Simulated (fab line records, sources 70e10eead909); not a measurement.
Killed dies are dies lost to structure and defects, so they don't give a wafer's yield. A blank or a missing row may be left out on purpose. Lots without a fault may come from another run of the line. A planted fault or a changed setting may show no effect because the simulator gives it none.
Which tool did it? | flow nand_harc | 24 lots, 72 wafers sampled, at 2 steps of a route of 1302

WHAT THE GAUGES READ, wafer by wafer
NHARC_A_CHANNEL_HOLE_D2_OVL_MEAS_11.
lot  | measured     | on         | overlay_x_nm (nm) | overlay_y_nm (nm)
L074 | day 13 02:15 | overlay-01 | 0.1 -0.2 0.4      | -0.6 -0.3 -0.2
L075 | day 13 16:19 | overlay-02 | -1.3 -1.3 -1.3    | -0.8 -1.0 -0.2
L076 | day 14 08:00 | overlay-01 | 0.3 0.4 0.1       | -0.1 0.3 0.9
L077 | day 14 10:59 | overlay-01 | 0.6 0.9 1.2       | 0.9 0.3 1.1
L078 | day 15 01:11 | overlay-01 | 1.3 1.8 0.8       | 0.5 -0.2 -0.1
L080 | day 15 20:35 | overlay-02 | -1.4 -1.3 -0.8    | 1.2 0.8 1.1
L079 | day 15 21:02 | overlay-01 | -0.6 0.3 -0.3     | 1.3 1.5 1.3
L081 | day 16 07:56 | overlay-01 | 0.8 0.3 0.3       | -0.7 -1.1 -1.0
L082 | day 16 15:57 | overlay-01 | 0.1 0.3 0.3       | -0.8 -0.8 -1.3
L083 | day 17 01:17 | overlay-01 | -0.1 -1.3 -0.8    | 0.8 1.0 0.4
L085 | day 17 12:44 | overlay-01 | 0.6 0.2 0.1       | -0.2 -0.5 -0.4
L084 | day 17 12:34 | overlay-02 | -1.3 -1.5 -1.2    | -2.0 -2.2 -1.9
L086 | day 18 07:15 | overlay-02 | -1.7 -1.6 -1.8    | -0.2 -0.2 -0.2
L087 | day 18 07:06 | overlay-01 | 0.3 -0.2 -0.2     | -0.7 -0.9 -0.7
L088 | day 19 06:01 | overlay-01 | -1.3 -1.3 -0.9    | -1.3 -0.4 -0.6
L090 | day 19 21:28 | overlay-02 | -1.3 -0.6 -1.4    | 0.6 0.4 0.0
L089 | day 19 21:17 | overlay-02 | -1.2 -1.2 -1.0    | 0.2 -0.1 0.0
L091 | day 20 15:11 | overlay-01 | 1.0 0.7 1.0       | 1.0 0.5 0.6
L092 | day 20 15:59 | overlay-02 | 0.5 0.4 0.6       | 0.6 0.5 -0.2
L093 | day 21 01:13 | overlay-01 | -0.6 0.1 -0.1     | -0.2 0.5 0.6
L094 | day 22 10:39 | overlay-01 | 0.7 1.2 0.4       | 0.3 0.8 -0.1
L095 | day 22 11:11 | overlay-01 | -0.3 -0.2 0.8     | -1.0 -0.5 -1.3
L096 | day 22 15:56 | overlay-02 | -0.4 -0.6 -0.7    | 0.0 0.3 -1.0
L097 | day 23 07:43 | overlay-01 | 0.4 0.2 0.1       | 0.1 0.7 -0.5

WHICH TOOL RAN EACH LOT (tool, then ch and the chambers of the sampled wafers, then the start)
lot  | NHARC_A_CHANNEL_HOLE_D2_DEP_00
L074 | acl_dep-01 ch 0, day 12 23:50
L075 | acl_dep-01 ch 0, day 13 14:04
L076 | acl_dep-02 ch 0, day 14 05:04
L077 | acl_dep-01 ch 0, day 14 08:43
L078 | acl_dep-01 ch 0, day 14 22:45
L080 | acl_dep-03 ch 0, day 15 18:37
L079 | acl_dep-02 ch 0, day 15 18:38
L081 | acl_dep-03 ch 0, day 16 05:20
L082 | acl_dep-03 ch 0, day 16 13:33
L083 | acl_dep-02 ch 0, day 16 22:34
L085 | acl_dep-01 ch 0, day 17 10:18
L084 | acl_dep-03 ch 0, day 17 10:47
L086 | acl_dep-02 ch 0, day 18 04:47
L087 | acl_dep-01 ch 0, day 18 04:58
L088 | acl_dep-03 ch 0, day 19 04:02
L090 | acl_dep-02 ch 0, day 19 18:41
L089 | acl_dep-01 ch 0, day 19 18:51
L091 | acl_dep-03 ch 0, day 20 12:46
L092 | acl_dep-01 ch 0, day 20 13:13
L093 | acl_dep-03 ch 0, day 20 22:46
L094 | acl_dep-03 ch 0, day 22 07:55
L095 | acl_dep-01 ch 0, day 22 08:28
L096 | acl_dep-03 ch 0, day 22 13:11
L097 | acl_dep-01 ch 0, day 23 05:16
- NHARC_A_CHANNEL_HOLE_D2_DEP_00: deposits aC, target thk 3100 nm.

WHAT THE TOOLS THEMSELVES READ (means of the sampled wafers that have a number; where no wafer has one, the mark that the record gives instead)
NHARC_A_CHANNEL_HOLE_D2_DEP_00.
lot  | tool       | throttle_valve_pct (%)
L074 | acl_dep-01 | 35.008
L075 | acl_dep-01 | 34.996
L076 | acl_dep-02 | 34.997
L077 | acl_dep-01 | 35.000
L078 | acl_dep-01 | 35.002
L080 | acl_dep-03 | 34.992
L079 | acl_dep-02 | 35.005
L081 | acl_dep-03 | 35.000
L082 | acl_dep-03 | 35.000
L083 | acl_dep-02 | 35.002
L085 | acl_dep-01 | 35.012
L084 | acl_dep-03 | 35.001
L086 | acl_dep-02 | 35.007
L087 | acl_dep-01 | 35.004
L088 | acl_dep-03 | 34.996
L090 | acl_dep-02 | 35.000
L089 | acl_dep-01 | 34.997
L091 | acl_dep-03 | 34.997
L092 | acl_dep-01 | 35.004
L093 | acl_dep-03 | 35.003
L094 | acl_dep-03 | 35.006
L095 | acl_dep-01 | 35.009
L096 | acl_dep-03 | 34.995
L097 | acl_dep-01 | 35.008

THE ANSWER, worked out from the rows above alone
Rule: what is usual is taken from the lots themselves. Put in order of their means at a reading, lots are off if they are a third of the lots or fewer, leave a main group of 4 or more, and stand apart from it by a gap of 3 or more times the standard deviation of the main group's means; of several such gaps the widest counts. A main group whose means are all the same, to the digits that the tables above print for the reading, isn't used. A lot without any number at a reading at which 4 lots or more have one is off too. The other lots that the step has rows for count as sound. The gauges are gone through in route order, then the tools' own readings, and for those a lot's mean is taken as printed above. The first step at which some lot is off is used, and at that step the reading that is off furthest; a lot without a number counts as furthest.
No lot is off at any reading shown: from this, nothing can be told.

WHAT THE SIMULATOR HAD PUT IN
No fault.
